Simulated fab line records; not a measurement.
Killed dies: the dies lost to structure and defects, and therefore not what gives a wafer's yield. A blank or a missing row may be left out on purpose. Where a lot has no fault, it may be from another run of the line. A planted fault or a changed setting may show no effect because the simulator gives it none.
fab line records	flow n5-finfet	part 2 of 2: steps 5 to 6 of 6
record: lots: 23	wafers: 69	last-day: 21
route steps=1938 shown BEOL_M0@743 BEOL_M1@765
lots that met no fault: from a run of the same line without faults
start-h: hours from the record's first day to the start of the lot's first wafer shown	wait-h: hours from the lot's prior step to this one	" identical to the entry in the row above	L1.1+2: several wafers, shown together as one row	- value missing, or start not given	* or withheld: withheld	< > ~ a bound
route shown NAME@n: names a module that has steps shown in the file, with the first one's number in the route	usual: mean/standard deviation of fault-free wafers	same: alike in all rows	chamber/n: place in a boat	sites: per-site readings	_std_site: the values' standard deviation	_edge_site: inner sites' mean taken away from outer sites' mean	radius-mm: for every site, how far away it sits from the centre of the wafer	mask NAME#n: copy n	behind: the tool/chamber that last shaped the wafer	hold: what put the lot on hold/how long, in hours/how the hold closed	device: whichever transistor did not switch (one of n, p or np)	end of line: tests of these same wafers at the route's end	where a step has no rows: the recipe by itself	killed: not the wafer's yield, but the dies lost to structure and defects at the first sort	map: shows each die of a wafer: x if killed, . if not, _ if none is there
set.NAME: the setting that was run; set.NAME@STEP: the one run at that earlier step	model.NAME: the simulator's own value behind a step, which no gauge read
one table for each step of the route and one row for each wafer, over a sample of lots
services: from which hour (start-h, from the record's first day; less than 0 if before it) a tool's chamber was out of use, for how many hours, and why
== steps ==
step: N5_BEOL_M1_ETCH_74
recipe: chemistry: N2/H2	target: underlayer	target-depth-a: 65	mask-material: CAR-EUV	time-s: 5.2	ion-energy-ev: 200	pressure-mtorr: 30	source-w: 840	bias-w: 150	n2-flow-sccm: 200	h2-flow-sccm: 200	ends: cleared
usual: drypump-motor-current-A: 5.7/0.35	etch-rf-on-time-s: 5.12/0.17	oes-product-au: 0.68/0.068	rf-vpp-V: 524/3.2	showerhead-plenum-p-Torr: 2.55/0.11	throttle-valve-pct: 17.8/0.31
lot.wafer	tool	chamber	start-h	wait-h	drypump-motor-current-A	etch-rf-on-time-s	oes-product-au	rf-hours-counter-h	rf-vpp-V	showerhead-plenum-p-Torr	throttle-valve-pct
L074.3	rie-diel-03	3	119.57	0.0	5.2	5.05	0.82	16	527	2.72	17.8
L074.4	"	0	"	"	6.1	4.67	0.73	101	523	2.56	17.4
L074.6	"	1	"	"	5.8	5.03	0.61	-	526	2.61	18.3
L075.1	rie-diel-02	1	122.51	0.0	5.4	5.10	0.68	114	520	2.47	17.7
L075.3	"	3	"	"	5.9	5.23	0.64	155	527	2.65	17.8
L075.6	"	2	"	"	5.7	5.10	0.68	-	520	2.32	17.6
L076.1	rie-diel-06	3	129.80	0.0	5.4	5.16	0.78	17	523	2.47	17.5
L076.4	"	0	"	"	6.3	5.12	0.69	74	524	2.54	17.3
L076.6	"	3	"	"	5.4	5.24	0.77	-	523	2.47	17.5
L077.3	rie-diel-02	1	143.70	0.0	5.4	5.08	0.68	118	522	2.47	17.7
L077.5	"	3	"	"	5.9	5.20	0.64	-	527	2.64	17.8
L077.6	"	2	"	"	5.7	5.09	0.67	-	518	2.32	17.7
L078.2	rie-diel-02	3	147.97	0.0	5.9	5.17	0.64	160	528	2.64	17.8
L078.4	"	2	"	"	5.6	5.08	0.68	129	519	2.32	17.7
L078.6	"	2	"	"	5.7	5.07	0.68	-	518	2.32	17.7
L080.2	rie-diel-06	0	163.94	0.0	6.2	5.13	0.69	79	525	2.54	17.3
L080.3	"	3	"	"	5.4	5.24	0.77	22	523	2.47	17.5
L080.5	"	0	"	"	6.3	5.18	0.70	-	525	2.54	17.4
L081.1	rie-diel-06	0	173.52	0.0	6.2	5.13	0.70	80	526	2.54	17.4
L081.2	"	2	"	"	5.2	5.23	0.77	15	525	2.61	17.5
L081.5	"	1	"	"	5.5	5.23	0.58	-	527	2.61	17.9
L083.2	rie-diel-03	1	173.89	0.0	5.8	5.05	0.61	214	527	2.60	18.3
L083.3	"	0	"	"	6.2	4.62	0.73	112	524	2.56	17.4
L083.4	"	0	"	"	6.2	4.56	0.73	-	527	2.56	17.4
L082.2	rie-diel-02	1	174.62	0.0	5.4	5.04	0.68	123	522	2.47	17.7
L082.5	"	2	"	"	5.6	5.04	0.67	-	517	2.32	17.7
L082.6	"	3	"	"	5.9	5.14	0.64	-	528	2.64	17.8
L085.1	rie-diel-03	2	186.07	0.0	6.3	5.08	0.75	57	530	2.71	17.8
L085.2	"	3	"	"	5.1	5.08	0.79	29	529	2.72	17.8
L085.3	"	0	"	"	6.2	4.63	0.73	114	525	2.56	17.4
L084.2	rie-diel-02	3	191.32	0.0	5.9	5.17	0.63	168	530	2.64	17.8
L084.4	"	2	"	"	5.7	5.03	0.67	137	517	2.32	17.7
L084.5	"	3	"	"	5.9	5.27	0.63	-	528	2.64	17.8
L086.3	rie-diel-02	2	195.21	0.0	5.6	4.95	0.68	138	518	2.32	17.7
L086.4	"	0	"	"	5.8	5.26	0.57	240	522	2.53	18.4
L086.5	"	0	"	"	5.8	5.25	0.58	-	526	2.53	18.4
L087.2	rie-diel-06	1	201.50	0.0	5.5	5.38	0.58	226	529	2.61	17.9
L087.3	"	2	"	"	5.2	5.13	0.76	23	524	2.60	17.5
L087.5	"	0	"	"	6.2	5.19	0.70	-	526	2.54	17.3
L088.3	rie-diel-02	2	201.60	0.0	5.7	5.06	0.67	138	519	2.32	17.7
L088.5	"	3	"	"	5.9	5.26	0.62	-	527	2.64	17.8
L088.6	"	0	"	"	5.8	5.33	0.57	-	526	2.53	18.4
L089.2	rie-diel-03	1	207.83	0.0	5.8	4.96	0.61	221	525	2.60	18.3
L089.4	"	0	"	"	6.1	4.63	0.71	119	523	2.56	17.5
L089.6	"	3	"	"	5.2	5.07	0.77	-	529	2.72	17.9
L090.2	rie-diel-06	1	218.27	0.0	5.5	5.24	0.59	231	526	2.60	17.9
L090.4	"	0	"	"	6.2	5.15	0.67	92	523	2.54	17.4
L090.5	"	2	"	"	5.2	5.29	0.74	-	527	2.60	17.5
L091.1	rie-diel-02	2	221.12	0.0	5.7	5.03	0.67	146	517	2.32	17.7
L091.2	"	3	"	"	5.9	5.20	0.62	177	526	2.64	17.9
L091.4	"	3	"	"	5.9	5.21	0.63	-	527	2.64	17.9
L092.1	rie-diel-03	3	235.15	0.0	5.2	5.05	0.77	41	527	2.71	17.9
L092.4	"	2	"	"	6.3	4.99	0.74	70	527	2.71	17.9
L092.6	"	1	"	"	5.8	4.90	0.61	-	526	2.60	18.4
L093.1	rie-diel-06	2	236.29	0.0	5.2	5.23	0.75	35	526	2.60	17.5
L093.5	"	2	"	"	5.2	5.27	0.73	-	527	2.60	17.5
L093.6	"	0	"	"	6.2	5.20	0.67	-	522	2.53	17.4
L094.2	rie-diel-02	2	246.39	0.0	5.7	5.10	0.66	155	518	2.31	17.7
L094.3	"	1	"	"	5.4	5.18	0.65	140	520	2.46	17.8
L094.4	"	1	"	"	5.4	5.12	0.65	-	520	2.46	17.7
L095.2	rie-diel-06	2	251.94	0.0	5.2	5.15	0.74	41	526	2.60	17.5
L095.3	"	1	"	"	5.5	5.32	0.58	243	526	2.60	17.9
L095.5	"	0	"	"	6.2	5.16	0.67	-	524	2.53	17.4
L096.2	rie-diel-03	1	255.21	0.0	5.7	5.00	0.59	237	525	2.59	18.4
L096.3	"	2	"	"	6.3	5.10	0.73	76	527	2.70	17.9
L096.4	"	3	"	"	5.2	5.11	0.75	49	527	2.71	17.9
L097.1	rie-diel-06	2	262.62	0.0	5.2	5.25	0.72	45	525	2.59	17.5
L097.2	"	1	"	"	5.5	5.36	0.57	248	525	2.60	17.9
L097.4	"	3	"	"	5.4	5.19	0.74	50	521	2.46	17.5
step: N5_BEOL_M1_ETCH_63
recipe: chemistry: CF4	target: SiARC	target-depth-a: 156	mask-material: CAR-EUV	time-s: 26	ion-energy-ev: 80	pressure-mtorr: 40	source-w: 545	bias-w: 36	Ar_flow_sccm: 100	cf4-flow-sccm: 100	ends: cleared
usual: drypump-motor-current-A: 5.7/0.35	etch-rf-on-time-s: 25.7/0.81	oes-product-au: 0.68/0.069	rf-vpp-V: 184.0/1.2	showerhead-plenum-p-Torr: 2.15/0.074	throttle-valve-pct: 15.52/0.23
lot.wafer	tool	chamber	start-h	wait-h	drypump-motor-current-A	etch-rf-on-time-s	oes-product-au	rf-hours-counter-h	rf-vpp-V	showerhead-plenum-p-Torr	throttle-valve-pct
L074.3	rie-diel-03	3	119.58	0.0	5.2	25.4	0.81	16	185.3	2.28	15.43
L074.4	"	0	"	"	6.2	23.4	0.73	101	185.4	2.15	15.19
L074.6	"	1	"	"	5.7	25.5	0.61	-	183.4	2.19	16.00
L075.1	rie-diel-02	1	122.52	0.0	5.4	25.4	0.68	114	183.8	2.09	15.47
L075.3	"	3	"	"	5.8	26.3	0.64	155	184.7	2.20	15.44
L075.6	"	2	"	"	5.7	25.9	0.68	-	181.5	1.98	15.56
L076.1	rie-diel-06	3	129.81	0.0	5.4	26.3	0.78	17	183.0	2.10	15.50
L076.4	"	0	"	"	6.2	25.8	0.70	74	184.1	2.15	15.33
L076.6	"	3	"	"	5.4	26.5	0.79	-	182.9	2.10	15.49
L077.3	rie-diel-02	1	143.71	0.0	5.4	25.5	0.68	118	183.8	2.09	15.47
L077.5	"	3	"	"	5.8	26.1	0.64	-	183.8	2.20	15.44
L077.6	"	2	"	"	5.7	25.7	0.68	-	181.2	1.98	15.57
L078.2	rie-diel-02	3	147.98	0.0	5.9	26.4	0.64	160	185.3	2.20	15.47
L078.4	"	2	"	"	5.7	25.8	0.67	129	181.7	1.98	15.57
L078.6	"	2	"	"	5.7	25.8	0.67	-	181.1	1.98	15.57
L080.2	rie-diel-06	0	163.95	0.0	6.2	25.4	0.70	79	184.3	2.15	15.34
L080.3	"	3	"	"	5.4	26.0	0.77	22	183.3	2.10	15.49
L080.5	"	0	"	"	6.2	25.4	0.70	-	184.3	2.15	15.36
L081.1	rie-diel-06	0	173.54	0.0	6.2	25.6	0.69	80	183.0	2.15	15.33
L081.2	"	2	"	"	5.2	26.0	0.78	15	184.6	2.20	15.20
L081.5	"	1	"	"	5.5	26.5	0.59	-	184.4	2.18	15.61
L083.2	rie-diel-03	1	173.91	0.0	5.7	24.9	0.61	214	184.3	2.19	16.04
L083.3	"	0	"	"	6.1	22.8	0.73	112	182.7	2.14	15.22
L083.4	"	0	"	"	6.1	23.0	0.72	-	183.7	2.14	15.21
L082.2	rie-diel-02	1	174.64	0.0	5.4	25.4	0.67	123	182.6	2.08	15.49
L082.5	"	2	"	"	5.6	25.8	0.67	-	183.2	1.98	15.59
L082.6	"	3	"	"	5.9	25.9	0.64	-	184.4	2.20	15.48
L085.1	rie-diel-03	2	186.09	0.0	6.2	25.2	0.75	57	186.7	2.24	15.31
L085.2	"	3	"	"	5.2	25.4	0.78	29	185.5	2.28	15.47
L085.3	"	0	"	"	6.1	23.2	0.73	114	185.2	2.14	15.22
L084.2	rie-diel-02	3	191.34	0.0	5.9	26.0	0.63	168	186.3	2.20	15.49
L084.4	"	2	"	"	5.7	25.5	0.67	137	181.6	1.98	15.59
L084.5	"	3	"	"	5.9	26.1	0.63	-	183.7	2.20	15.48
L086.3	rie-diel-02	2	195.22	0.0	5.6	25.7	0.67	138	182.3	1.98	15.59
L086.4	"	0	"	"	5.8	26.5	0.57	240	183.9	2.12	15.93
L086.5	"	0	"	"	5.8	26.5	0.57	-	183.1	2.12	15.92
L087.2	rie-diel-06	1	201.52	0.0	5.5	26.4	0.59	226	186.1	2.17	15.62
L087.3	"	2	"	"	5.2	25.8	0.77	23	184.3	2.20	15.21
L087.5	"	0	"	"	6.3	25.6	0.68	-	185.6	2.15	15.36
L088.3	rie-diel-02	2	201.62	0.0	5.7	25.6	0.67	138	182.6	1.98	15.58
L088.5	"	3	"	"	5.8	26.0	0.63	-	185.9	2.20	15.50
L088.6	"	0	"	"	5.7	26.5	0.57	-	184.7	2.12	15.93
L089.2	rie-diel-03	1	207.85	0.0	5.8	25.5	0.61	221	183.5	2.19	16.05
L089.4	"	0	"	"	6.2	23.4	0.71	119	182.4	2.14	15.23
L089.6	"	3	"	"	5.2	25.6	0.78	-	185.0	2.28	15.47
L090.2	rie-diel-06	1	218.29	0.0	5.5	26.8	0.58	231	186.0	2.17	15.65
L090.4	"	0	"	"	6.3	25.8	0.68	92	185.8	2.15	15.38
L090.5	"	2	"	"	5.2	26.4	0.75	-	184.0	2.19	15.24
L091.1	rie-diel-02	2	221.14	0.0	5.7	25.2	0.67	146	182.3	1.98	15.60
L091.2	"	3	"	"	5.9	26.4	0.62	177	184.6	2.20	15.50
L091.4	"	3	"	"	5.9	26.3	0.62	-	184.7	2.20	15.50
L092.1	rie-diel-03	3	235.17	0.0	5.2	25.3	0.77	41	184.6	2.27	15.49
L092.4	"	2	"	"	6.3	25.0	0.74	70	185.7	2.24	15.34
L092.6	"	1	"	"	5.8	24.9	0.60	-	184.6	2.18	16.06
L093.1	rie-diel-06	2	236.30	0.0	5.2	26.2	0.75	35	185.2	2.19	15.25
L093.5	"	2	"	"	5.2	26.3	0.75	-	182.7	2.19	15.24
L093.6	"	0	"	"	6.2	25.8	0.68	-	184.1	2.15	15.38
L094.2	rie-diel-02	2	246.40	0.0	5.7	25.3	0.66	155	181.3	1.97	15.63
L094.3	"	1	"	"	5.4	25.8	0.66	140	183.6	2.08	15.51
L094.4	"	1	"	"	5.4	25.8	0.65	-	182.6	2.08	15.52
L095.2	rie-diel-06	2	251.95	0.0	5.2	26.2	0.74	41	184.1	2.19	15.24
L095.3	"	1	"	"	5.5	26.7	0.57	243	184.2	2.17	15.65
L095.5	"	0	"	"	6.2	25.6	0.67	-	184.6	2.14	15.39
L096.2	rie-diel-03	1	255.23	0.0	5.7	25.4	0.59	237	184.7	2.18	16.07
L096.3	"	2	"	"	6.3	25.7	0.72	76	184.8	2.24	15.36
L096.4	"	3	"	"	5.2	25.6	0.75	49	185.4	2.27	15.52
L097.1	rie-diel-06	2	262.63	0.0	5.2	25.7	0.73	45	183.4	2.19	15.26
L097.2	"	1	"	"	5.4	26.5	0.57	248	184.9	2.17	15.68
L097.4	"	3	"	"	5.4	26.0	0.74	50	183.8	2.09	15.56
== services ==
tool	chamber	start-h	hours	kind
pecvd-03	2	94.05	5.5	scheduled-down
cmp-01	-	97.63	2.3	repair
pecvd-01	0	99.05	20.3	repair
rie-diel-06	-	105.21	0.6	repair
cmp-04	-	122.74	6.0	pm
rie-diel-02	1	124.87	2.3	repair
cmp-04	-	168.36	0.7	repair
cmp-04	-	177.61	0.6	repair
pecvd-03	2	202.38	-	clean
pecvd-03	2	202.38	-	consumable-replace:showerhead
rie-diel-02	1	203.70	9.6	repair
cmp-01	-	204.95	3.9	pm
cmp-01	-	213.82	3.0	pm
rie-diel-02	0	216.37	5.1	repair
cmp-04	-	221.71	4.0	pm
cmp-01	-	228.36	0.2	repair
rie-diel-02	0	235.97	-	clean
rie-diel-02	0	235.97	-	consumable-replace:focus-ring
rie-diel-02	0	235.97	14.4	scheduled-down
rie-diel-02	0	235.97	14.4	vent-cycle
pecvd-03	2	238.13	4.2	repair
cmp-04	-	239.49	3.6	repair
cmp-01	-	251.22	4.1	repair
pecvd-03	-	251.82	0.4	repair
